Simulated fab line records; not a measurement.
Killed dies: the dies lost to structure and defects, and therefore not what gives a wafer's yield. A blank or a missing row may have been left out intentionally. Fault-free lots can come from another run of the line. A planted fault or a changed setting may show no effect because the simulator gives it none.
fab line records + flow n5-finfet
record
- lots=7
- wafers=21
route steps=1938 shown BEOL_M14@1744 TV_OPEN@1887 PASSIVATION@1930
start-h: hours from the record's first day to the start of the lot's first wafer shown + wait-h: hours since the lot's step before + " as in the row above + L1.1+2: a row that stands for several wafers + - value missing, or start not given + * or withheld: withheld + < > ~ a bound
route shown NAME@n: NAME is a module with steps in the file, n the number in the route of the first one + usual: the fault-free wafers' mean and standard deviation + same: alike in all rows + chamber/n: place in a boat + sites: each site's reading + _std_site: standard deviation across them + _edge_site: mean of outer sites minus mean of inner sites + radius-mm: how far each site lies from the wafer's centre + mask NAME#n: copy n + behind: tool/chamber where the wafer was last shaped + hold: why the lot was held/for how many hours/how that ended + device: the transistor (n, p or np) that didn't switch + end of line: the route-end tests of the same wafers + step lacking rows: just its recipe + killed: the dies lost at the first sort to structure and to defects; this is not the yield of the wafer + map: dies across one wafer; x = killed, . = not, _ = none there
set.NAME: the setting as run; set.NAME@STEP: as run at that earlier step + model.NAME: the simulator's own value behind a step, which no gauge read
lots with deliberately changed settings; one table per step, one row per wafer
## steps
# step N5_BEOL_M14_DEVELOP_27
# recipe
- develop-time-s=45
- rinse-liquid=diw
- dry=air-spin
- dev-temp-c=21
| lot.wafer  | tool           | chamber | start-h | wait-h | set.develop-time-s |
|------------|----------------|---------|---------|--------|--------------------|
| L076.4+5+6 | litho-track-04 | 0       | -       | -      | 45                 |
| L075.2+5+6 | litho-track-03 | 0       | -       | -      | 45                 |
| L081.2     | litho-track-04 | 0       | -       | -      | 49.21              |
| L081.3+4   | "              | 0       | "       | "      | 45                 |
| L083.4+6   | litho-track-02 | 0       | -       | -      | 45                 |
| L083.5     | "              | 0       | "       | "      | 47.79              |
| L082.1     | litho-track-02 | 0       | -       | -      | 51.57              |
| L082.3+5   | "              | 0       | "       | "      | 45                 |
| L096.2     | litho-track-04 | 0       | -       | -      | 45                 |
| L096.3+4   | "              | 0       | "       | "      | 41.53              |
| L097.2+5   | litho-track-04 | 0       | -       | -      | 45                 |
| L097.3     | "              | 0       | "       | "      | 54.91              |
# step N5_BEOL_M14_HARDBAKE_32
# recipe
- temp-c=130
- time-s=120
# step N5_BEOL_M14_CD_MEAS_28
# recipe
- target-cd-nm=284.4
- landing-energy-ev=500
- detector=se-inlens
# usual
- cd-nm=284.9/1.7
| lot.wafer | tool      | chamber | start-h | wait-h | set.peb-temp-c@BEOL_M14_PEB_26 | cd-nm |
|-----------|-----------|---------|---------|--------|--------------------------------|-------|
| L076.4    | cd-sem-02 | 0       | 251.14  | -      | 128.2                          | 274.8 |
| L076.5    | "         | 0       | "       | "      | 130                            | 285.2 |
| L076.6    | "         | 0       | "       | "      | 128.2                          | 275.0 |
| L075.2    | cd-sem-03 | 0       | 258.74  | -      | 130                            | 285.9 |
| L075.5    | "         | 0       | "       | "      | 130                            | 285.0 |
| L075.6    | "         | 0       | "       | "      | 130                            | 286.3 |
| L081.2    | cd-sem-01 | 0       | 295.43  | -      | 130                            | 284.9 |
| L081.3    | "         | 0       | "       | "      | 126.9                          | 266.5 |
| L081.4    | "         | 0       | "       | "      | 126.9                          | 269.4 |
| L083.4    | cd-sem-01 | 0       | 300.34  | -      | 132.5                          | 295.8 |
| L083.5    | "         | 0       | "       | "      | 132.5                          | 297.9 |
| L083.6    | "         | 0       | "       | "      | 132.5                          | 296.9 |
| L082.1    | cd-sem-03 | 0       | 301.46  | -      | 130                            | 283.3 |
| L082.3    | "         | 0       | "       | "      | 130                            | 282.1 |
| L082.5    | "         | 0       | "       | "      | 130                            | 284.6 |
| L096.2    | cd-sem-02 | 0       | 383.75  | -      | 130                            | 287.0 |
| L096.3    | "         | 0       | "       | "      | 132.6                          | 295.5 |
| L096.4    | "         | 0       | "       | "      | 130                            | 284.8 |
| L097.2    | cd-sem-01 | 0       | 384.82  | -      | 133.3                          | 301.1 |
| L097.3    | "         | 0       | "       | "      | 133.3                          | 302.7 |
| L097.5    | "         | 0       | "       | "      | 130                            | 286.1 |
# step N5_BEOL_M14_DESCUM_33
# recipe
- chemistry=O2
- time-s=7.9
- source-power-w=50
- bias-power-w=20
- pressure-mtorr=20
- rf-frequency-hz=2.712e+07
- temp-c=40
- o2-flow-sccm=225
| lot.wafer | tool        | chamber | start-h | wait-h | set.peb-temp-c@BEOL_M14_PEB_26 | model.BEOL_M14.cd-nm |
|-----------|-------------|---------|---------|--------|--------------------------------|----------------------|
| L076.4    | rie-diel-02 | 3       | 251.24  | 0.0    | 128.2                          | 275                  |
| L076.5    | "           | 1       | "       | "      | 130                            | 285.2                |
| L076.6    | "           | 0       | "       | "      | 128.2                          | 275.2                |
| L075.2    | rie-diel-02 | 1       | 259.04  | 0.0    | 130                            | 285.8                |
| L075.5    | "           | 1       | "       | "      | 130                            | 285                  |
| L075.6    | "           | 3       | "       | "      | 130                            | 286.4                |
| L081.2    | rie-diel-03 | 2       | 295.52  | 0.0    | 130                            | 284.8                |
| L081.3    | "           | 3       | "       | "      | 126.9                          | 266.4                |
| L081.4    | "           | 1       | "       | "      | 126.9                          | 269.6                |
| L083.4    | rie-diel-06 | 3       | 300.43  | 0.0    | 132.5                          | 295.8                |
| L083.5    | "           | 0       | "       | "      | 132.5                          | 297.6                |
| L083.6    | "           | 1       | "       | "      | 132.5                          | 297                  |
| L082.1    | rie-diel-03 | 2       | 301.55  | 0.0    | 130                            | 283                  |
| L082.3    | "           | 3       | "       | "      | 130                            | 282                  |
| L082.5    | "           | 2       | "       | "      | 130                            | 284.6                |
| L096.2    | rie-diel-03 | 3       | 383.84  | 0.0    | 130                            | 287                  |
| L096.3    | "           | 0       | "       | "      | 132.6                          | 295.4                |
| L096.4    | "           | 2       | "       | "      | 130                            | 284.6                |
| L097.2    | rie-diel-06 | 1       | 384.90  | 0.0    | 133.3                          | 301.2                |
| L097.3    | "           | 3       | "       | "      | 133.3                          | 302.6                |
| L097.5    | "           | 2       | "       | "      | 130                            | 286.2                |
# step N5_BEOL_M14_ETCH_67
# recipe
- chemistry=CF4
- target=SiARC
- target-depth-a=1430
- time-s=238.3
- ion-energy-ev=80
- pressure-mtorr=40
- source-w=545
- bias-w=36
- Ar_flow_sccm=100
- cf4-flow-sccm=100
- ends=cleared
| lot.wafer | tool        | chamber | start-h | wait-h | set.peb-temp-c@BEOL_M14_PEB_26 | model.BEOL_M14.cd-nm |
|-----------|-------------|---------|---------|--------|--------------------------------|----------------------|
| L076.4+6  | rie-diel-02 | 3,0     | 251.33  | 0.1    | 128.2                          | 270.6                |
| L076.5    | "           | 1       | "       | "      | 130                            | 280.8                |
| L075.2    | rie-diel-02 | 1       | 259.10  | 0.0    | 130                            | 281.4                |
| L075.5    | "           | 1       | "       | "      | 130                            | 280.2                |
| L075.6    | "           | 3       | "       | "      | 130                            | 282                  |
| L081.2    | rie-diel-03 | 2       | 295.55  | 0.0    | 130                            | 280.2                |
| L081.3    | "           | 3       | "       | "      | 126.9                          | 262                  |
| L081.4    | "           | 1       | "       | "      | 126.9                          | 265                  |
| L083.4    | rie-diel-06 | 3       | 300.46  | 0.0    | 132.5                          | 292                  |
| L083.5    | "           | 0       | "       | "      | 132.5                          | 293.6                |
| L083.6    | "           | 1       | "       | "      | 132.5                          | 291.6                |
| L082.1    | rie-diel-03 | 2       | 301.58  | 0.0    | 130                            | 278.2                |
| L082.3    | "           | 3       | "       | "      | 130                            | 277.4                |
| L082.5    | "           | 2       | "       | "      | 130                            | 279.6                |
| L096.2    | rie-diel-03 | 3       | 383.87  | 0.0    | 130                            | 282.2                |
| L096.3    | "           | 0       | "       | "      | 132.6                          | 291                  |
| L096.4    | "           | 2       | "       | "      | 130                            | 280.2                |
| L097.2    | rie-diel-06 | 1       | 384.94  | 0.0    | 133.3                          | 296.4                |
| L097.3    | "           | 3       | "       | "      | 133.3                          | 298                  |
| L097.5    | "           | 2       | "       | "      | 130                            | 282                  |
# step N5_BEOL_M14_ETCH_68
# recipe
- chemistry=N2/H2
- target=SOC
- mask-material=SiARC
- source-w=3000
- bias-w=350
- temp-c=40
- time-s=450
- ion-energy-ev=200
- pressure-mtorr=30
- n2-flow-sccm=200
- h2-flow-sccm=200
| lot.wafer | tool        | chamber | start-h | wait-h | set.time-s | set.peb-temp-c@BEOL_M14_PEB_26 | model.BEOL_M14.cd-nm | model.SiARC_of_BEOL_M14_COAT_66.thk-nm |
|-----------|-------------|---------|---------|--------|------------|--------------------------------|----------------------|----------------------------------------|
| L076.4    | rie-diel-02 | 3       | 251.54  | 0.1    | 477.7      | 128.2                          | 270.8                | 61.8                                   |
| L076.5    | "           | 1       | "       | "      | 450        | 130                            | 279.4                | 65.6                                   |
| L076.6    | "           | 0       | "       | "      | 477.7      | 128.2                          | 272                  | 64.6                                   |
| L075.2    | rie-diel-02 | 1       | 259.32  | 0.1    | 450        | 130                            | 278.8                | 65.2                                   |
| L075.5    | "           | 1       | "       | "      | 450        | 130                            | 279.4                | 65.4                                   |
| L075.6    | "           | 3       | "       | "      | 450        | 130                            | 282.8                | 64                                     |
| L081.2    | rie-diel-03 | 2       | 295.70  | 0.1    | 450        | 130                            | 277.8                | 65.2                                   |
| L081.3    | "           | 3       | "       | "      | 482.8      | 126.9                          | 261.6                | 63                                     |
| L081.4    | "           | 1       | "       | "      | 450        | 126.9                          | 263                  | 65.6                                   |
| L083.4    | rie-diel-06 | 3       | 300.61  | 0.1    | 450        | 132.5                          | 292.8                | 65.4                                   |
| L083.5    | "           | 0       | "       | "      | 349.7      | 132.5                          | 292.2                | 76                                     |
| L083.6    | "           | 1       | "       | "      | 450        | 132.5                          | 294                  | 66.8                                   |
| L082.1    | rie-diel-03 | 2       | 301.73  | 0.1    | 450        | 130                            | 276.2                | 65.6                                   |
| L082.3    | "           | 3       | "       | "      | 450        | 130                            | 276.2                | 66                                     |
| L082.5    | "           | 2       | "       | "      | 450        | 130                            | 277.6                | 65.4                                   |
| L096.2    | rie-diel-03 | 3       | 384.02  | 0.1    | 450        | 130                            | 282.2                | 65.6                                   |
| L096.3    | "           | 0       | "       | "      | 502.3      | 132.6                          | 291.4                | 59.4                                   |
| L096.4    | "           | 2       | "       | "      | 502.3      | 130                            | 278.8                | 59.8                                   |
| L097.2    | rie-diel-06 | 1       | 385.08  | 0.1    | 530.4      | 133.3                          | 300.4                | 56.2                                   |
| L097.3    | "           | 3       | "       | "      | 450        | 133.3                          | 297.4                | 64.8                                   |
| L097.5    | "           | 2       | "       | "      | 450        | 130                            | 280.2                | 64.6                                   |
# step N5_BEOL_M14_STRIP_69
# recipe
- chemistry=N2/H2
- temp-c=40
- n2-flow-sccm=200
- h2-flow-sccm=200
- rf-frequency-hz=6e+07
# step N5_BEOL_M14_TRENCH_ETCH_34
# recipe
- chemistry=C4F8/O2/Ar
- target=SiO2
- target-depth-a=5566.5
- mask-material=SOC
- he-inner-torr=15
- he-outer-torr=30
- time-s=126.9
- ion-energy-ev=800
- pressure-mtorr=20
- source-w=1905
- bias-w=2040
- Ar_flow_sccm=400
- C4F8_flow_sccm=16
- O2_flow_sccm=12
| lot.wafer | tool        | chamber | start-h | wait-h | set.peb-temp-c@BEOL_M14_PEB_26 | model.BEOL_M14.cd-nm |
|-----------|-------------|---------|---------|--------|--------------------------------|----------------------|
| L076.4    | rie-diel-02 | 3       | 251.74  | 0.1    | 128.2                          | 271.2                |
| L076.5    | "           | 1       | "       | "      | 130                            | 279.8                |
| L076.6    | "           | 0       | "       | "      | 128.2                          | 271.8                |
| L075.2    | rie-diel-02 | 1       | 259.73  | 0.0    | 130                            | 279                  |
| L075.5    | "           | 1       | "       | "      | 130                            | 279.6                |
| L075.6    | "           | 3       | "       | "      | 130                            | 283.2                |
| L081.2    | rie-diel-03 | 2       | 295.97  | 0.0    | 130                            | 277.8                |
| L081.3    | "           | 3       | "       | "      | 126.9                          | 261.6                |
| L081.4    | "           | 1       | "       | "      | 126.9                          | 262.8                |
| L083.4    | rie-diel-06 | 3       | 300.88  | 0.0    | 132.5                          | 292.6                |
| L083.5    | "           | 0       | "       | "      | 132.5                          | 292.2                |
| L083.6    | "           | 1       | "       | "      | 132.5                          | 294                  |
| L082.1+3  | rie-diel-03 | 2,3     | 302.01  | 0.0    | 130                            | 276.4                |
| L082.5    | "           | 2       | "       | "      | 130                            | 277.8                |
| L096.2    | rie-diel-03 | 3       | 384.29  | 0.0    | 130                            | 282.2                |
| L096.3    | "           | 0       | "       | "      | 132.6                          | 291.2                |
| L096.4    | "           | 2       | "       | "      | 130                            | 278.8                |
| L097.2    | rie-diel-06 | 1       | 385.36  | 0.0    | 133.3                          | 300.2                |
| L097.3    | "           | 3       | "       | "      | 133.3                          | 297                  |
| L097.5    | "           | 2       | "       | "      | 130                            | 280.4                |
# step N5_BEOL_M14_SPUTTER_43
# recipe
- material=TaN
- target-thk-a=150
- temp-c=50
- bias-v=168.6
- power-w=15000
- chamber-pressure-pa=0.12
- time-s=24.19
| lot.wafer | tool           | chamber | start-h | wait-h | set.power-w | model.TaN_of_BEOL_M14_SPUTTER_43.thk-nm |
|-----------|----------------|---------|---------|--------|-------------|-----------------------------------------|
| L076.4+6  | pvd-sputter-02 | -       | 254.10  | 0.0    | 16350       | 16                                      |
| L076.5    | "              | -       | "       | "      | 15000       | 14.6                                    |
| L075.2+5  | pvd-sputter-03 | -       | 261.41  | 0.0    | 15000       | 15.2                                    |
| L075.6    | "              | -       | "       | "      | 15000       | 15.4                                    |
| L081.2    | pvd-sputter-01 | -       | 299.32  | 0.0    | 16150       | 15.8                                    |
| L081.3    | "              | -       | "       | "      | 16150       | 16                                      |
| L081.4    | "              | -       | "       | "      | 15000       | 14.6                                    |
| L083.4+5  | pvd-sputter-03 | -       | 303.12  | 0.0    | 12650       | 13                                      |
| L083.6    | "              | -       | "       | "      | 15000       | 15.6                                    |
| L082.1+3  | pvd-sputter-03 | -       | 303.48  | 0.0    | 13340       | 13.4                                    |
| L082.5    | "              | -       | "       | "      | 15000       | 15.4                                    |
| L096.2+3  | pvd-sputter-03 | -       | 387.90  | 0.0    | 15000       | 15                                      |
| L096.4    | "              | -       | "       | "      | 16320       | 16.4                                    |
| L097.2    | pvd-sputter-01 | -       | 387.90  | 0.0    | 15000       | 15                                      |
| L097.3+5  | "              | -       | "       | "      | 15000       | 14.8                                    |
# step N5_PASSIVATION_PASS_ETCH_74
# recipe
- chemistry=CF4/O2
- target=SiNx
- target-depth-a=2200
- time-s=110
- ion-energy-ev=100
- pressure-mtorr=40
- source-w=535
- bias-w=49
- Ar_flow_sccm=100
- cf4-flow-sccm=100
- O2_flow_sccm=10
| lot.wafer | tool        | chamber | start-h | wait-h | set.source-w | model.etch.depth-nm | model.TV_OPEN.cd-offset-nm |
|-----------|-------------|---------|---------|--------|--------------|---------------------|----------------------------|
| L076.4    | rie-diel-05 | 3       | 270.77  | 0.0    | 535          | 224.6               | -0.6                       |
| L076.5    | "           | 3       | "       | "      | 535          | 221.8               | -0.4                       |
| L076.6    | "           | 2       | "       | "      | 474.1        | 197.5               | 1.2                        |
| L075.2    | rie-diel-05 | 2       | 277.20  | 0.0    | 535          | 219.5               | 0.4                        |
| L075.5    | "           | 0       | "       | "      | 535          | 207.4               | 0.2                        |
| L075.6    | "           | 1       | "       | "      | 535          | 218.5               | -1.2                       |
| L081.2    | rie-diel-04 | 1       | 312.74  | 0.0    | 535          | 226.1               | -0.4                       |
| L081.3    | "           | 2       | "       | "      | 509.4        | 213.8               | 0.8                        |
| L081.4    | "           | 3       | "       | "      | 509.4        | 214.2               | 0.2                        |
| L083.4    | rie-diel-04 | 3       | 318.79  | 0.0    | 604.3        | 253                 | -1.8                       |
| L083.5    | "           | 1       | "       | "      | 535          | 230.4               | -0.2                       |
| L083.6    | "           | 2       | "       | "      | 535          | 226.9               | 0.6                        |
| L082.1    | rie-diel-01 | 3       | 321.25  | 0.0    | 535          | 218.5               | 0.2                        |
| L082.3    | "           | 0       | "       | "      | 535          | 221.5               | 0.8                        |
| L082.5    | "           | 1       | "       | "      | 535          | 218.5               | 0.4                        |
| L096.2    | rie-diel-04 | 1       | 404.78  | 0.0    | 535          | 226.9               | 0                          |
| L096.3    | "           | 0       | "       | "      | 630.8        | 265                 | -1.8                       |
| L096.4    | "           | 3       | "       | "      | 535          | 222                 | -0.4                       |
| L097.2    | rie-diel-01 | 3       | 405.83  | 0.0    | 629          | 247.6               | -1.8                       |
| L097.3    | "           | 1       | "       | "      | 535          | 217.5               | -0.2                       |
| L097.5    | "           | 2       | "       | "      | 535          | 218.3               | -0.2                       |
# step N5_PASSIVATION_ETCH_54
# recipe
- chemistry=CHF3/O2
- target=SiO2
- target-depth-a=8800
- CHF3_flow_sccm=50
- O2_flow_sccm=5
- Ar_flow_sccm=200
- time-s=440
- mask-material=PR
- pressure-mtorr=30
- source-w=650
- bias-w=170
- ion-energy-ev=200
| lot.wafer | tool        | chamber | start-h | wait-h | set.time-s | model.PASSIVATION.feature-depth-nm | model.etch.depth-nm |
|-----------|-------------|---------|---------|--------|------------|------------------------------------|---------------------|
| L076.4    | rie-diel-03 | 3       | 274.84  | 0.1    | 440        | 859.8                              | 859.8               |
| L076.5    | "           | 0       | "       | "      | 413        | 824.6                              | 824.6               |
| L076.6    | "           | 1       | "       | "      | 440        | 878.2                              | 878.1               |
| L075.2    | rie-diel-03 | 1       | 280.98  | 0.1    | 440        | 886                                | 886                 |
| L075.5    | "           | 0       | "       | "      | 440        | 888.6                              | 888.7               |
| L075.6    | "           | 3       | "       | "      | 440        | 862                                | 861.9               |
| L081.2    | rie-diel-06 | 3       | 318.90  | 0.1    | 440        | 876                                | 876                 |
| L081.3    | "           | 2       | "       | "      | 440        | 880.6                              | 880.6               |
| L081.4    | "           | 2       | "       | "      | 500.5      | 996.4                              | 996.5               |
| L083.4    | rie-diel-02 | 0       | 323.78  | 0.3    | 440        | 891                                | 891                 |
| L083.5    | "           | 2       | "       | "      | 345.8      | 707.8                              | 707.8               |
| L083.6    | "           | 0       | "       | "      | 440        | 886.6                              | 886.6               |
| L082.1    | rie-diel-06 | 1       | 326.30  | 0.1    | 503.2      | 1026                               | 1026                |
| L082.3    | "           | 0       | "       | "      | 440        | 872.4                              | 872.4               |
| L082.5    | "           | 3       | "       | "      | 440        | 883.2                              | 883.3               |
| L096.2    | rie-diel-06 | 1       | 408.17  | 0.1    | 355.2      | 719.2                              | 719.2               |
| L096.3    | "           | 2       | "       | "      | 440        | 888                                | 888                 |
| L096.4    | "           | 0       | "       | "      | 440        | 912.2                              | 912.2               |
| L097.2    | rie-diel-03 | 3       | 409.63  | 0.1    | 350.7      | 685.6                              | 685.7               |
| L097.3    | "           | 1       | "       | "      | 350.7      | 720                                | 720                 |
| L097.5    | "           | 2       | "       | "      | 350.7      | 699                                | 699                 |
## key
split
- step=N5_BEOL_M14_DEVELOP_27
- setting=develop-time-s
- stated=45
- by=wafer
response none clear
split
- step=N5_BEOL_M14_ETCH_68
- setting=time-s
- stated=450
- by=wafer
response
- step=N5_BEOL_M14_ETCH_68
- reading=model.SiARC_of_BEOL_M14_COAT_66.thk-nm
- change=-0.455
- per=1%
- r=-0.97
split
- step=N5_BEOL_M14_SPUTTER_43
- setting=power-w
- stated=15000
- by=wafer
response
- step=N5_BEOL_M14_SPUTTER_43
- reading=model.TaN_of_BEOL_M14_SPUTTER_43.thk-nm
- change=+0.167
- per=1%
- r=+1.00
split
- step=N5_PASSIVATION_PASS_ETCH_74
- setting=source-w
- stated=535
- by=wafer
response
- step=N5_PASSIVATION_PASS_ETCH_74
- reading=model.etch.depth-nm
- change=+2.01
- per=1%
- r=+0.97
response
- step=N5_PASSIVATION_PASS_ETCH_74
- reading=model.TV_OPEN.cd-offset-nm
- change=-0.112
- per=1%
- r=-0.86
split
- step=N5_PASSIVATION_ETCH_54
- setting=time-s
- stated=440
- by=wafer
response
- step=N5_PASSIVATION_ETCH_54
- reading=model.PASSIVATION.feature-depth-nm
- change=+9.02
- per=1%
- r=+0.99
response
- step=N5_PASSIVATION_ETCH_54
- reading=model.etch.depth-nm
- change=+9.02
- per=1%
- r=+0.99
split outside-this-file step=N5_BEOL_M14_PEB_26 setting=peb-temp-c
# split outside-this-file: this setting was split too, and the file shows its column; the key of that split is in another file
